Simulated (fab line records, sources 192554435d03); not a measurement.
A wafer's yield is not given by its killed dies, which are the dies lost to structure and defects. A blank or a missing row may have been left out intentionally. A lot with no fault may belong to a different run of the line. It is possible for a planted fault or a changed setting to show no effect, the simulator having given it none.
fab line records	flow n5-finfet
record: lots: 11	wafers: 33	last-day: 17
route steps=1938 shown PASS1_DEP@1831 MIM_TOP@1838 MIM_TOP_LITHO@1847 MIM_BOT_LITHO@1858
lots that met no fault: from a run of the same line without faults
start-h: hours from the record's first day to the start of the lot's first wafer shown	wait-h: hours elapsed since this lot's preceding step	" the same as in the row above	L1.1+2: several wafers, shown together as one row	- no value present, or no start provided	* or withheld: withheld	< > ~ a bound
route shown NAME@n: NAME is a module with steps in the file, n the number in the route of the first one	usual: the fault-free wafers' mean and standard deviation	same: alike in all rows	chamber/n: place in a boat	sites: readings site by site	_std_site: how widely they spread, as a standard deviation	_edge_site: mean of outer sites minus mean of inner sites	radius-mm: for every site, how far away it sits from the centre of the wafer	mask NAME#n: copy n	behind: the last tool/chamber to shape the wafer	hold: why the lot went on hold/how many hours it stayed there/how the hold came to an end	device: which transistor (n, p or np) failed to switch	end of line: the same wafers' tests at the end of the route	a step given without rows: its recipe and nothing more	killed: dies lost to structure and defects at the first sort, not the wafer's yield	map: the dies of a wafer, with x for killed, . for not killed, _ for no die there
set.NAME: setting as actually run; set.NAME@STEP: the setting as run at that earlier step	model.NAME: the simulator's own value behind a step, which no gauge read
a sample of lots followed through the steps of the route, with each step as a table and each wafer as a row
services: when a tool's chamber went out of use (start-h, in hours from the record's first day, below 0 if earlier), for how many hours, and the reason
== steps ==
step: N5_PASSIVATION_PECVD_00
recipe: material: SiO2	target-thk-a: 2000	temp-c: 400	precursor: SiH4/N2O	pressure-torr: 2.7	rf-w: 608	time-s: 11.2
usual: heater-power-w: 709/120	showerhead-plenum-p-Torr: 8.18/0.069	throttle-valve-pct: 51/3.3
lot.wafer	tool	chamber	start-h	wait-h	heater-power-w	showerhead-plenum-p-Torr	throttle-valve-pct
L904.1	pecvd-04	0	270.48	0.8	653	8.26	49
L904.2	"	2	"	"	555	8.17	49
L904.4	"	2	"	"	551	8.14	48
L905.1	pecvd-02	2	270.80	0.8	887	8.07	46
L905.5	"	1	"	"	646	8.20	55
L905.6	"	2	"	"	931	8.09	46
L903.1	pecvd-04	2	275.79	0.8	532	8.17	49
L903.2	"	0	"	"	539	8.28	49
L903.4	"	0	"	"	560	8.30	49
L906.1	pecvd-04	0	276.52	0.8	590	8.30	49
L906.2	"	1	"	"	769	8.22	54
L906.3	"	2	"	"	447	8.13	48
L907.1	pecvd-04	1	283.18	0.8	879	8.21	54
L907.2	"	0	"	"	649	8.27	49
L907.3	"	2	"	"	523	8.13	49
L917.1	pecvd-03	1	339.62	0.8	831	8.15	53
L917.3	"	0	"	"	768	8.12	46
L917.6	"	0	"	"	621	8.11	46
L918.1	pecvd-02	0	361.85	0.8	539	8.09	55
L918.3	"	2	"	"	906	8.08	47
L918.5	"	0	"	"	545	8.07	55
L919.1	pecvd-02	1	362.56	0.8	740	8.20	55
L919.5	"	0	"	"	652	8.09	55
L919.6	"	2	"	"	862	8.07	47
L920.1	pecvd-03	1	367.80	0.8	834	8.18	52
L920.2	"	2	"	"	774	8.28	52
L920.3	"	0	"	"	774	8.13	46
L922.2	pecvd-03	1	375.40	0.7	778	8.14	52
L922.4	"	2	"	"	747	8.25	53
L922.6	"	0	"	"	744	8.14	46
L925.3	pecvd-03	0	399.82	0.5	769	8.13	46
L925.4	"	2	"	"	811	8.25	53
L925.5	"	2	"	"	774	8.28	53
step: N5_MIM_TOP_SPUTTER_03
recipe: material: TiN	target-thk-a: 350	temp-c: 200	power-w: 3000	chamber-pressure-pa: 0.49996	gas: Ar	reactive-partial-pa: 0.37997	time-s: 89.7
usual: cathode-dc-power-W: 2999.9/0.6	throttle-valve-pct: 29.9/1
lot.wafer	tool	chamber	start-h	wait-h	cathode-dc-power-W	throttle-valve-pct
L904.1	pvd-sputter-01	-	272.78	0.0	2999.5	29.6
L904.2	"	-	"	"	2999.2	29.9
L904.4	"	-	"	"	3000.4	30.5
L905.1	pvd-sputter-01	-	272.98	0.0	2999.1	31.1
L905.5	"	-	"	"	3000.5	29.3
L905.6	"	-	"	"	3000.2	29.9
L903.1	pvd-sputter-03	-	278.35	0.0	2999.8	28.2
L903.2	"	-	"	"	3000.5	29.9
L903.4	"	-	"	"	2999.5	31.5
L906.1	pvd-sputter-01	-	279.60	0.0	2999.9	30.4
L906.2	"	-	"	"	3000.6	29.5
L906.3	"	-	"	"	2999.2	29.8
L907.1	pvd-sputter-03	-	284.41	0.0	3000.6	29.7
L907.2	"	-	"	"	2999.4	28.1
L907.3	"	-	"	"	3000.1	31.3
L917.1	pvd-sputter-02	-	342.49	0.0	3000.2	29.0
L917.3	"	-	"	"	2999.8	31.6
L917.6	"	-	"	"	3000.2	31.5
L918.1	pvd-sputter-02	-	367.99	0.0	3000.9	28.8
L918.3	"	-	"	"	2998.9	30.5
L918.5	"	-	"	"	2999.1	28.7
L919.1	pvd-sputter-02	-	368.11	0.0	3000.7	30.4
L919.5	"	-	"	"	2999.7	30.7
L919.6	"	-	"	"	3000.4	28.9
L920.1	pvd-sputter-03	-	371.45	0.0	3000.5	31.2
L920.2	"	-	"	"	3000.8	29.6
L920.3	"	-	"	"	2999.7	28.5
L922.2	pvd-sputter-01	-	377.94	0.0	3000.2	29.6
L922.4	"	-	"	"	3000.5	31.0
L922.6	"	-	"	"	2999.8	30.3
L925.3	pvd-sputter-01	-	402.43	0.0	3001.4	30.2
L925.4	"	-	"	"	2999.2	30.1
L925.5	"	-	"	"	2998.9	30.9
step: N5_MIM_TOP_LITHO_CD_MEAS_08
recipe: target-cd-nm: 2000	landing-energy-ev: 500	detector: se-inlens
usual: cd-nm: 1999.7/1.5
lot.wafer	tool	chamber	start-h	wait-h	cd-nm
L904.1	cd-sem-01	0	273.17	-	2001.1
L904.2	"	0	"	"	1999.2
L904.4	"	0	"	"	1999.1
L905.1	cd-sem-02	0	273.37	-	2000.2
L905.5	"	0	"	"	2001.4
L905.6	"	0	"	"	1999.0
L903.1	cd-sem-02	0	278.74	-	1998.6
L903.2	"	0	"	"	2000.0
L903.4	"	0	"	"	1999.2
L906.1	cd-sem-03	0	279.99	-	1999.6
L906.2	"	0	"	"	1999.0
L906.3	"	0	"	"	1997.4
L907.1	cd-sem-01	0	284.80	-	1999.8
L907.2	"	0	"	"	2001.2
L907.3	"	0	"	"	2000.9
L917.1	cd-sem-03	0	342.88	-	2001.4
L917.3	"	0	"	"	1998.9
L917.6	"	0	"	"	2001.4
L918.1	cd-sem-02	0	368.51	-	1998.6
L918.3	"	0	"	"	1996.5
L918.5	"	0	"	"	1998.9
L919.1	cd-sem-03	0	368.67	-	2001.3
L919.5	"	0	"	"	1999.6
L919.6	"	0	"	"	1999.3
L920.1	cd-sem-03	0	371.97	-	1998.5
L920.2	"	0	"	"	2001.4
L920.3	"	0	"	"	2000.1
L922.2	cd-sem-02	0	378.46	-	1997.4
L922.4	"	0	"	"	1999.4
L922.6	"	0	"	"	1998.1
L925.3	cd-sem-01	0	402.83	-	1999.4
L925.4	"	0	"	"	2000.3
L925.5	"	0	"	"	2001.3
step: N5_MIM_BOT_LITHO_EXPOSE_05
recipe: mask-id: MIM_BOT	na: 0.55	source-shape: conventional	sigma-outer: 0.8	polarization: unpolarized	dose-mj: 24.25
usual: exposure-dose-mJ-cm2: 24.253/0.023
lot.wafer	tool	chamber	start-h	wait-h	mask	exposure-dose-mJ-cm2
L904.1	krf-scanner-01	0	273.93	-	MIM_BOT#0	24.258
L904.2	"	0	"	"	MIM_BOT#0	24.253
L904.4	"	0	"	"	MIM_BOT#0	24.248
L905.1	krf-scanner-02	0	274.12	-	MIM_BOT#0	24.256
L905.5	"	0	"	"	MIM_BOT#0	24.250
L905.6	"	0	"	"	MIM_BOT#0	24.263
L903.1	krf-scanner-02	0	279.33	-	MIM_BOT#0	24.242
L903.2	"	0	"	"	MIM_BOT#0	24.248
L903.4	"	0	"	"	MIM_BOT#0	24.282
L906.1	krf-scanner-01	0	280.97	-	MIM_BOT#0	24.234
L906.2	"	0	"	"	MIM_BOT#0	24.243
L906.3	"	0	"	"	MIM_BOT#0	24.229
L907.1	krf-scanner-01	0	285.50	-	MIM_BOT#0	24.232
L907.2	"	0	"	"	MIM_BOT#0	24.230
L907.3	"	0	"	"	MIM_BOT#0	24.226
L917.1	krf-scanner-01	0	343.44	-	MIM_BOT#0	24.254
L917.3	"	0	"	"	MIM_BOT#0	24.254
L917.6	"	0	"	"	MIM_BOT#0	24.245
L918.1	krf-scanner-01	0	369.07	-	MIM_BOT#0	24.730
L918.3	"	0	"	"	MIM_BOT#0	24.695
L918.5	"	0	"	"	MIM_BOT#0	24.742
L919.1	krf-scanner-01	0	369.40	-	MIM_BOT#0	24.751
L919.5	"	0	"	"	MIM_BOT#0	24.729
L919.6	"	0	"	"	MIM_BOT#0	24.741
L920.1	krf-scanner-02	0	372.92	-	MIM_BOT#0	24.291
L920.2	"	0	"	"	MIM_BOT#0	24.258
L920.3	"	0	"	"	MIM_BOT#0	24.309
L922.2	krf-scanner-02	0	379.05	-	MIM_BOT#0	24.218
L922.4	"	0	"	"	MIM_BOT#0	24.248
L922.6	"	0	"	"	MIM_BOT#0	24.241
L925.3	krf-scanner-02	0	403.67	-	MIM_BOT#0	24.236
L925.4	"	0	"	"	MIM_BOT#0	24.237
L925.5	"	0	"	"	MIM_BOT#0	24.251
step: N5_MIM_BOT_LITHO_CD_MEAS_08
recipe: target-cd-nm: 3000	landing-energy-ev: 500	detector: se-inlens	polarity: opening
usual: cd-nm: 3000.4/1.5
lot.wafer	tool	chamber	start-h	wait-h	cd-nm
L904.1	cd-sem-03	0	274.11	-	2999.5
L904.2	"	0	"	"	3001.3
L904.4	"	0	"	"	3000.2
L905.1	cd-sem-03	0	274.30	-	3000.8
L905.5	"	0	"	"	3001.6
L905.6	"	0	"	"	3001.0
L903.1	cd-sem-01	0	279.51	-	2998.2
L903.2	"	0	"	"	2998.9
L903.4	"	0	"	"	3001.2
L906.1	cd-sem-02	0	281.15	-	3001.9
L906.2	"	0	"	"	3000.8
L906.3	"	0	"	"	3001.4
L907.1	cd-sem-02	0	285.67	-	3001.1
L907.2	"	0	"	"	3001.6
L907.3	"	0	"	"	3000.8
L917.1	cd-sem-01	0	343.62	-	2998.8
L917.3	"	0	"	"	2998.0
L917.6	"	0	"	"	3000.4
L918.1	cd-sem-01	0	369.24	-	3005.2
L918.3	"	0	"	"	3006.4
L918.5	"	0	"	"	3004.8
L919.1	cd-sem-03	0	369.58	-	3005.2
L919.5	"	0	"	"	3003.9
L919.6	"	0	"	"	3005.1
L920.1	cd-sem-03	0	373.10	-	2998.4
L920.2	"	0	"	"	2998.5
L920.3	"	0	"	"	2999.3
L922.2	cd-sem-02	0	379.22	-	3002.1
L922.4	"	0	"	"	3001.5
L922.6	"	0	"	"	2999.6
L925.3	cd-sem-02	0	403.84	-	3001.7
L925.4	"	0	"	"	3002.4
L925.5	"	0	"	"	3003.7
== services ==
tool	chamber	start-h	hours	kind
krf-scanner-02	-	248.54	0.8	pm
pecvd-02	0	261.04	21.4	repair
pecvd-04	1	264.91	2.1	scheduled-down
krf-scanner-01	-	265.21	1.0	pm
pecvd-03	-	286.97	14.6	pm
krf-scanner-01	0	289.73	-	calibration
pecvd-04	0	295.89	2.1	scheduled-down
krf-scanner-01	-	296.26	4.4	pm
krf-scanner-02	-	296.57	0.8	repair
krf-scanner-01	-	304.78	1.3	pm
krf-scanner-02	-	311.40	1.3	pm
pecvd-02	-	323.95	1.9	repair
pecvd-04	-	335.87	1.0	repair
krf-scanner-01	-	345.79	1.6	repair
pvd-sputter-02	-	346.69	2.1	repair
pecvd-03	1	353.07	5.5	scheduled-down
pvd-sputter-03	-	357.26	3.2	repair
pecvd-04	-	360.30	2.8	pm
pvd-sputter-03	-	361.68	0.8	repair
krf-scanner-02	0	372.39	-	calibration
krf-scanner-01	-	375.14	0.2	repair
krf-scanner-01	-	376.19	3.6	pm
krf-scanner-02	-	379.74	1.0	pm
krf-scanner-02	-	399.68	2.5	repair
== key ==
first-sign: step: N5_MIM_BOT_LITHO_EXPOSE_05	reading: exposure-dose-mJ-cm2	direction: up	sigmas: 21	usual: 24.253	struck: 24.731
effect: step: N5_MIM_BOT_LITHO_CD_MEAS_08	reading: cd-nm	direction: up	sigmas: 3.2	usual: 3000.4	struck: 3005.1
met-at N5_MIM_BOT_LITHO_EXPOSE_05
struck-lots L918,L919
not-acting-at N5_PASSIVATION_PECVD_00,N5_MIM_TOP_SPUTTER_03,N5_MIM_TOP_LITHO_CD_MEAS_08
onset-between 343.44 369.07
fault: kind: process-parameter-drift	tool: krf-scanner-01	chamber: -	onset-h: 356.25	steps: N5_MIM_BOT_LITHO_EXPOSE_05	channel: dose-mj	offset: 0.47406	shape: step	acts-in: these-recipes-only	stated: 24.25
